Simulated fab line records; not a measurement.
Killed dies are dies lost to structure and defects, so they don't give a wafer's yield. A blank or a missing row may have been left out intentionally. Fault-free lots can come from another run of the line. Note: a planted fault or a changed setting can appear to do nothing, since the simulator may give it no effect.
fab line records	flow nand_harc
record: lots: 13	wafers: 39	last_day: 24
route steps=1159 shown P_GATE@187 P_CONTACT@217 END@1159
lots that met no fault: from a run of the same line without faults
start_h: start of the lot's first displayed wafer, in hours after the record's first day	wait_h: hours elapsed since this lot's preceding step	" as in the row above	L1.1+2: one row covering several wafers at once	- either no value or no given start	* or withheld: withheld	< > ~ a bound
route shown NAME@n: a module of which the file shows steps, and the number in the route of the first	usual: the fault-free wafers' mean and standard deviation	same: alike in all rows	chamber/n: place in a boat	sites: the reading at each site	_std_site: how widely they spread, as a standard deviation	_edge_site: inner sites' mean taken away from outer sites' mean	radius_mm: for every site, how far away it sits from the centre of the wafer	mask NAME#n: copy n	behind: the tool/chamber that last shaped the wafer	hold: the reason the lot was held/the length of the hold in hours/how it ended	device: transistor that didn't switch, given as n, p or np	end of line: tests run on the same wafers once the route is complete	where a step has no rows: the recipe by itself	killed: dies that structure and defects cost at the first sort, which is not the same as the wafer's yield	map: a wafer's dies, marking killed ones x, the rest . and places with no die _
set.NAME: the setting the step ran with; set.NAME@STEP: the setting that earlier step ran with	model.NAME: the simulator's own value behind a step, which no gauge read
one table for each step of the route and one row for each wafer, over a sample of lots
services: a tool's chamber out of use, with start hour (start_h, from the record's first day; less than 0 if before it), hours out, and reason
== steps ==
step: NHARC_P_GATE_DESCUM_61
recipe: time_s: 3	o2_flow_sccm: 200	ar_flow_sccm: 0	bias_power_w: 0	chemistry: O2
usual: drypump_motor_current_A: 5.7/0.45	oes_product_au: 0.996/0.0081	rf_vpp_V: 57.9/0.77	showerhead_plenum_p_Torr: 1.90/0.1	throttle_valve_pct: 11.309/0.0083
lot.wafer	tool	chamber	start_h	wait_h	drypump_motor_current_A	oes_product_au	rf_hours_counter_h	rf_vpp_V	showerhead_plenum_p_Torr	throttle_valve_pct
L875.1	rie_diel-06	3	106.83	-	6.4	0.984	8	57.4	1.91	11.305
L875.6	"	2	"	"	5.3	1.005	-	58.4	2.06	11.311
L875.4	"	1	"	"	5.4	1.008	-	58.4	1.94	11.305
L876.4	rie_diel-11	2	117.23	-	5.9	1.006	36	56.7	1.77	11.306
L876.1	"	0	"	"	6.5	0.988	29	56.3	1.78	11.316
L876.2	"	1	"	"	5.9	1.004	34	57.0	1.83	11.316
L877.1	rie_diel-06	3	118.38	-	6.4	0.992	11	57.9	1.91	11.303
L877.3	"	2	"	"	5.3	0.998	10	57.6	2.06	11.299
L877.5	"	1	"	"	5.5	1.004	-	57.3	1.94	11.299
L879.4	rie_diel-11	2	127.71	-	5.9	0.997	37	57.2	1.77	11.302
L879.2	"	3	"	"	5.5	0.984	38	58.1	1.99	11.307
L879.5	"	2	"	"	5.9	1.002	-	57.6	1.77	11.311
L878.3	rie_diel-06	1	133.51	-	5.4	0.993	12	57.5	1.93	11.314
L878.6	"	3	"	"	6.4	0.978	-	58.0	1.91	11.305
L878.5	"	0	"	"	5.5	0.993	-	58.0	1.78	11.323
L881.1	rie_diel-11	3	140.00	-	5.5	0.992	42	58.8	1.98	11.309
L881.3	"	1	"	"	5.9	1.008	40	57.6	1.83	11.304
L881.5	"	3	"	"	5.5	0.997	-	59.6	1.98	11.300
L882.2	rie_diel-06	0	140.77	-	5.5	0.988	10	58.0	1.78	11.306
L882.3	"	2	"	"	5.3	1.006	12	58.5	2.05	11.314
L882.5	"	3	"	"	6.4	0.992	-	57.6	1.91	11.310
L884.4	rie_diel-06	0	154.59	-	5.5	0.999	12	57.6	1.78	11.315
L884.2	"	1	"	"	5.4	0.984	14	57.9	1.93	11.323
L884.6	"	0	"	"	5.5	0.993	-	57.4	1.77	11.321
L885.2	rie_diel-11	0	154.95	-	6.5	0.987	42	57.5	1.77	11.323
L885.4	"	1	"	"	5.9	1.002	47	58.3	1.82	11.310
L885.6	"	3	"	"	5.5	0.993	-	57.3	1.98	11.319
L883.1	rie_diel-11	3	157.06	-	5.5	0.998	50	58.6	1.98	11.304
L883.4	"	1	"	"	5.9	1.015	48	58.4	1.82	11.319
L883.5	"	3	"	"	5.5	0.994	-	58.2	1.98	11.310
L894.2	rie_diel-09	2	216.50	-	5.5	1.000	49	58.2	1.92	11.309
L894.3	"	0	"	"	5.5	0.986	43	56.9	1.88	11.315
L894.5	"	1	"	"	4.8	0.992	-	58.3	2.00	11.312
L896.2	rie_diel-06	1	225.25	-	5.4	0.986	29	58.3	1.93	11.313
L896.5	"	0	"	"	5.5	0.995	-	56.9	1.77	11.314
L896.6	"	1	"	"	5.4	0.996	-	57.0	1.93	11.301
L898.2	rie_diel-11	1	241.18	-	5.9	0.999	15	57.3	1.81	11.302
L898.1	"	2	"	"	5.9	0.995	10	58.3	2.07	11.315
L898.4	"	3	"	"	5.5	1.018	8	58.1	1.97	11.309
step: NHARC_P_GATE_STRIP_96
recipe: time_s: 900	temp_c: 130	chemistry: SPM
lot.wafer	tool	chamber	start_h	wait_h
L875.6+4+1	wet_bench-09	6,7,1	109.87	0.1
L876.2+1+4	wet_bench-04	6,7,2	120.26	0.2
L877.5+3+1	wet_bench-09	3,4,5	121.43	0.2
L879.4+5+2	wet_bench-09	0,1,2	130.59	0.2
L878.3+6+5	wet_bench-04	4,5,0	136.36	0.2
L881.5+1+3	wet_bench-04	5,7,0	142.87	0.2
L882.5+2+3	wet_bench-07	3,5,6	144.20	0.2
L884.4+6+2	wet_bench-04	4,5,7	157.60	0.2
L885.4+6+2	wet_bench-09	2,4,6	157.93	0.2
L883.4+5+1	wet_bench-04	4,5,6	160.40	0.2
L894.5+3+2	wet_bench-09	3,4,6	219.70	0.2
L896.5+6+2	wet_bench-09	4,5,7	228.24	0.2
L898.1+4+2	wet_bench-04	4,7,1	244.46	0.2
step: NHARC_P_GATE_INSPECT_68
usual: raw_defect_count: 192/65
lot.wafer	tool	chamber	start_h	wait_h	raw_defect_count
L875.1	defect_inspect-02	-	111.48	0.2	184
L875.4	"	-	"	"	147
L875.6	"	-	"	"	261
L876.1	defect_inspect-02	-	122.12	0.2	103
L876.2	"	-	"	"	136
L876.4	"	-	"	"	92
L877.1	defect_inspect-02	-	123.01	0.2	279
L877.3	"	-	"	"	211
L877.5	"	-	"	"	218
L879.2	defect_inspect-01	-	132.21	0.1	229
L879.4	"	-	"	"	205
L879.5	"	-	"	"	133
L878.3	defect_inspect-01	-	137.96	0.1	336
L878.5	"	-	"	"	128
L878.6	"	-	"	"	145
L881.1	defect_inspect-01	-	144.50	0.2	168
L881.3	"	-	"	"	245
L881.5	"	-	"	"	161
L882.2	defect_inspect-01	-	145.80	0.1	94
L882.3	"	-	"	"	144
L882.5	"	-	"	"	183
L884.2	defect_inspect-02	-	159.19	0.1	150
L884.4	"	-	"	"	191
L884.6	"	-	"	"	169
L885.2	defect_inspect-02	-	159.54	0.1	121
L885.4	"	-	"	"	240
L885.6	"	-	"	"	270
L883.1	defect_inspect-01	-	161.99	0.2	183
L883.4	"	-	"	"	195
L883.5	"	-	"	"	174
L894.2	defect_inspect-01	-	221.32	0.1	219
L894.3	"	-	"	"	500
L894.5	"	-	"	"	310
L896.2	defect_inspect-02	-	230.09	0.2	244
L896.5	"	-	"	"	573
L896.6	"	-	"	"	406
L898.1	defect_inspect-01	-	246.20	0.2	179
L898.2	"	-	"	"	206
L898.4	"	-	"	"	117
step: NHARC_P_CONTACT_DEP_30
recipe: target_thk_a: 300	temp_c: 400	target_thk_nm: 30	flow_sccm: 200	rf_w: 450	material: SiNx
usual: heater_power_w: 755/99
lot.wafer	tool	chamber	start_h	wait_h	heater_power_w
L875.1	pecvd-02	1	111.63	0.1	891
L875.6	"	0	"	"	704
L875.4	"	1	"	"	877
L876.1	pecvd-02	1	122.35	0.2	807
L876.2	"	2	"	"	803
L876.4	"	1	"	"	772
L877.1	pecvd-02	2	123.79	0.8	833
L877.3	"	1	"	"	838
L877.5	"	0	"	"	627
L879.2	pecvd-02	0	132.35	0.1	754
L879.4	"	1	"	"	874
L879.5	"	0	"	"	750
L878.3	pecvd-03	0	138.10	0.1	651
L878.6	"	1	"	"	725
L878.5	"	0	"	"	640
L881.3	pecvd-02	0	144.57	0.1	704
L881.1	"	1	"	"	880
L881.5	"	0	"	"	694
L882.3	pecvd-02	1	145.86	0.1	729
L882.2	"	0	"	"	738
L882.5	"	1	"	"	739
L884.2	pecvd-03	0	159.29	0.1	552
L884.6	"	2	"	"	924
L884.4	"	1	"	"	754
L885.2	pecvd-04	2	159.61	0.1	889
L885.4	"	2	"	"	905
L885.6	"	0	"	"	687
L883.1	pecvd-03	1	162.06	0.1	665
L883.4	"	1	"	"	667
L883.5	"	0	"	"	546
L894.3	pecvd-02	2	221.95	0.6	681
L894.2	"	1	"	"	853
L894.5	"	2	"	"	698
L896.2	pecvd-04	1	230.20	0.1	781
L896.5	"	0	"	"	591
L896.6	"	1	"	"	645
L898.2	pecvd-03	1	246.27	0.1	720
L898.1	"	0	"	"	572
L898.4	"	2	"	"	931
step: NHARC_P_CONTACT_CD_MEAS_12
recipe: target_cd_nm: 90	landing_energy_ev: 500
usual: cd_nm: 89.8/0.6
lot.wafer	tool	chamber	start_h	wait_h	cd_nm
L875.1	cd_sem-01	0	112.97	-	89.1
L875.4	"	0	"	"	89.0
L875.6	"	0	"	"	89.5
L876.1	cd_sem-02	0	123.87	-	89.1
L876.2	"	0	"	"	89.4
L876.4	"	0	"	"	89.4
L877.1	cd_sem-01	0	125.36	-	89.1
L877.3	"	0	"	"	89.8
L877.5	"	0	"	"	89.6
L879.2	cd_sem-02	0	133.83	-	90.4
L879.4	"	0	"	"	89.7
L879.5	"	0	"	"	90.3
L878.3	cd_sem-02	0	139.61	-	89.2
L878.5	"	0	"	"	90.2
L878.6	"	0	"	"	89.9
L881.1	cd_sem-01	0	146.00	-	90.5
L881.3	"	0	"	"	89.5
L881.5	"	0	"	"	90.6
L882.2	cd_sem-01	0	147.41	-	90.4
L882.3	"	0	"	"	90.0
L882.5	"	0	"	"	89.7
L884.2	cd_sem-01	0	160.69	-	89.2
L884.4	"	0	"	"	89.3
L884.6	"	0	"	"	89.9
L885.2	cd_sem-01	0	161.16	-	89.2
L885.4	"	0	"	"	89.9
L885.6	"	0	"	"	90.2
L883.1	cd_sem-02	0	163.60	-	89.6
L883.4	"	0	"	"	90.3
L883.5	"	0	"	"	90.0
L894.2	cd_sem-02	0	223.52	-	89.6
L894.3	"	0	"	"	89.6
L894.5	"	0	"	"	89.5
L896.2	cd_sem-02	0	231.70	-	90.3
L896.5	"	0	"	"	91.1
L896.6	"	0	"	"	91.6
L898.1	cd_sem-02	0	247.80	-	89.9
L898.2	"	0	"	"	88.9
L898.4	"	0	"	"	89.9
step: NHARC_END_SORT_01
recipe: temp_c: 25
usual: killed_at_array: 29/11	killed_at_other: 0.7/1.1	killed_at_periphery: 2.9/2.2	killed_dies: 33/11	killed_open: 3.1/1.8	killed_short: 1.9/1.4
same: gross_dies: 677
lot.wafer	tool	chamber	start_h	wait_h	killed_at_array	killed_at_other	killed_at_periphery	killed_dies	killed_open	killed_short
L896.2	prober-02	0	556.04	2.8	29	0	2	31	4	0
L896.5	prober-02	0	558.44	3.7	21	0	46	67	4	1
L896.6	prober-02	0	559.24	4.0	18	0	1	19	1	0
L894.2	prober-01	0	556.04	2.8	47	0	0	47	4	1
L894.3	prober-01	0	556.84	3.1	48	0	53	101	3	5
L894.5	prober-01	0	558.44	3.7	47	1	0	48	1	5
killed by level:class
L896.2 A_CHANNEL_HOLE_D1:chamber_film_flake=10 A_CONTACT:chamber_film_flake=7 A_M1:chamber_film_flake=4 A_WL_FILL:chamber_film_flake=3 P_CONTACT:geometric_particle:open=2 A_STAIRCASE:chamber_film_flake=2 A_CHANNEL_FILL_D1:geometric_particle:open=1 A_SGD_CUT:geometric_particle:open=1
L894.2 A_CHANNEL_HOLE_D1:chamber_film_flake=18 A_SLIT:chamber_film_flake=17 A_CONTACT:chamber_film_flake=4 A_CHANNEL_FILL_D1:chamber_film_flake=2 A_SOURCE_PLATE:geometric_particle:open=1 A_ONON_D1:geometric_particle:open=1 A_CHANNEL_FILL_D1:geometric_particle:open=1 A_WL_FILL:geometric_particle:short=1
L894.3 P_GATE:unspecified=50 A_CHANNEL_HOLE_D1:chamber_film_flake=18 A_SLIT:chamber_film_flake=17 A_CHANNEL_FILL_D1:geometric_particle:short=2 A_M0:geometric_particle:short=2 A_STAIRCASE:chamber_film_flake=2 A_CONTACT:chamber_film_flake=2 P_GATE:geometric_particle:short=1
L896.5 P_GATE:unspecified=40 A_CHANNEL_HOLE_D1:chamber_film_flake=7 A_STAIRCASE:chamber_film_flake=4 P_BONDPAD:chamber_film_flake=3 A_CONTACT:chamber_film_flake=3 A_CONTACT:geometric_particle:open=2 P_GATE:chamber_film_flake=2 P_M0:geometric_particle:open=1
L894.5 A_SLIT:chamber_film_flake=17 A_CHANNEL_HOLE_D1:chamber_film_flake=16 A_CONTACT:chamber_film_flake=4 A_CHANNEL_FILL_D1:geometric_particle:short=2 A_CHANNEL_FILL_D1:chamber_film_flake=2 A_STAIRCASE:chamber_film_flake=2 A_CHANNEL_HOLE_D1:geometric_particle:short=1 A_STAIRCASE:geometric_particle:open=1
L896.6 A_CHANNEL_HOLE_D1:chamber_film_flake=12 A_CONTACT:chamber_film_flake=3 A_SOURCE_PLATE:geometric_particle:open=1 P_M0:chamber_film_flake=1 A_CHANNEL_FILL_D1:chamber_film_flake=1 A_M0:chamber_film_flake=1
== services ==
tool	chamber	start_h	hours	kind
wet_bench-07	-	96.00	8.0	pm
rie_diel-06	0	105.37	14.6	repair
pecvd-03	-	111.26	13.0	pm
wet_bench-09	-	112.80	8.0	pm
pecvd-04	2	121.44	5.1	repair
pecvd-02	-	128.11	0.8	repair
pecvd-02	-	153.09	13.0	pm
pecvd-02	0	153.09	16.4	vent_cycle
pecvd-02	1	153.09	13.0	vent_cycle
pecvd-02	2	153.09	13.0	vent_cycle
wet_bench-04	-	163.20	8.0	pm
pecvd-02	1	166.09	-	clean
pecvd-02	2	166.09	-	clean
pecvd-02	-	169.58	1.4	repair
rie_diel-11	3	170.06	4.1	repair
rie_diel-11	2	178.22	28.1	repair
rie_diel-11	-	189.57	9.0	pm
pecvd-04	-	195.13	13.0	pm
rie_diel-09	0	195.54	6.6	repair
rie_diel-09	2	206.77	3.1	repair
rie_diel-11	2	215.98	7.2	repair
rie_diel-06	-	221.35	1.5	repair
rie_diel-11	3	222.43	15.8	repair
rie_diel-06	-	241.20	9.0	pm
== key ==
first_sign: step: NHARC_P_GATE_INSPECT_68	reading: raw_defect_count	direction: up	sigmas: 5.3	usual: 192	struck: 536
effect: step: NHARC_END_SORT_01	reading: killed_at_periphery	direction: up	sigmas: 21	usual: 2.9	struck: 49.5
more_kills_born_at: NHARC_P_GATE_STRIP_96@wet_bench-09: 90
met_at NHARC_P_GATE_STRIP_96
struck_lots L894,L896
struck_wafers L894.3,L896.5
tester_left_out L894,L896
not_acting_at NHARC_P_GATE_DESCUM_61,NHARC_P_CONTACT_DEP_30,NHARC_P_CONTACT_CD_MEAS_12
onset_between 157.93 219.70
fault: kind: chamber_particle_source	tool: wet_bench-09	chamber: 4	onset_h: 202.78	steps: NHARC_P_GATE_STRIP_96	rate_per_visit_cm2: 0.51205	end_h: 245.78
tester_left_out: of these lots the tester's yield and bins aren't shown, on N5 and GAA mostly nor the transistor test; their killed dies are dies lost to structure and defects alone, not to doping, threshold or leakage, so they don't give the yield
